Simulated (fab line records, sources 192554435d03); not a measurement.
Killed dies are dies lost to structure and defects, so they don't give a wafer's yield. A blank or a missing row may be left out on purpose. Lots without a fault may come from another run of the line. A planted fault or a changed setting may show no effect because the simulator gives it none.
Chamber matching | flow n5_finfet | N5_MOL_CONTACT_COAG_ETCHBACK_135 on rie_diel-04: 4 sister chambers
The step etches SiO2 in CHF3, target depth 25 nm, time 16.7 s. 8 wafers are shown with their chamber, then 8 later ones without.

WAFERS WITH THEIR CHAMBER
wafer  | chamber | showerhead_plenum_p_Torr (Torr) | throttle_valve_pct (%)
L078.3 | 0       | 2.36                            | 18.90
L080.1 | 1       | 2.34                            | 18.96
L080.2 | 3       | 2.52                            | 18.55
L080.3 | 2       | 2.32                            | 18.72
L080.4 | 0       | 2.36                            | 18.91
L080.5 | 1       | 2.34                            | 18.96
L080.6 | 2       | 2.32                            | 18.70
L085.2 | 3       | 2.51                            | 18.57

WAFERS WITHOUT THEIR CHAMBER
wafer  | showerhead_plenum_p_Torr (Torr) | throttle_valve_pct (%)
L085.4 | 2.35                            | 18.92
L085.6 | 2.51                            | 18.58
L089.2 | 2.33                            | 18.57
L089.3 | 2.51                            | 18.60
L089.6 | 2.31                            | 18.74
L090.1 | 2.51                            | 18.60
L090.3 | 2.33                            | 18.59
L090.6 | 2.51                            | 18.59

WHICH CHAMBER EACH WENT THROUGH
wafer  | from the rows above     | in truth
L085.4 | can't be placed: 0 or 1 | 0
L085.6 | 3                       | 3
L089.2 | 2                       | 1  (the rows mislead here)
L089.3 | 3                       | 3
L089.6 | 2                       | 2
L090.1 | 3                       | 3
L090.3 | 2                       | 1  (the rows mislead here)
L090.6 | 3                       | 3
Placed correctly: 5 of 8. Can't be placed from these rows: 1 (the true chamber is among the candidates in 1). Placed wrongly: 2.
How it was worked out, from the rows above alone: a wafer's distance from a chamber is the root of the sum, over the readings, of the square of ((its reading less the chamber's mean) divided by the reading's scatter). The wafer belongs to the nearest chamber; if the next one is less than 2 further off, it can't be placed. A chamber's mean is the mean of its shown wafers. The scatter: the root of (the sum of the squares of (reading less its chamber's mean) over the shown wafers, divided by (wafers less chambers)).
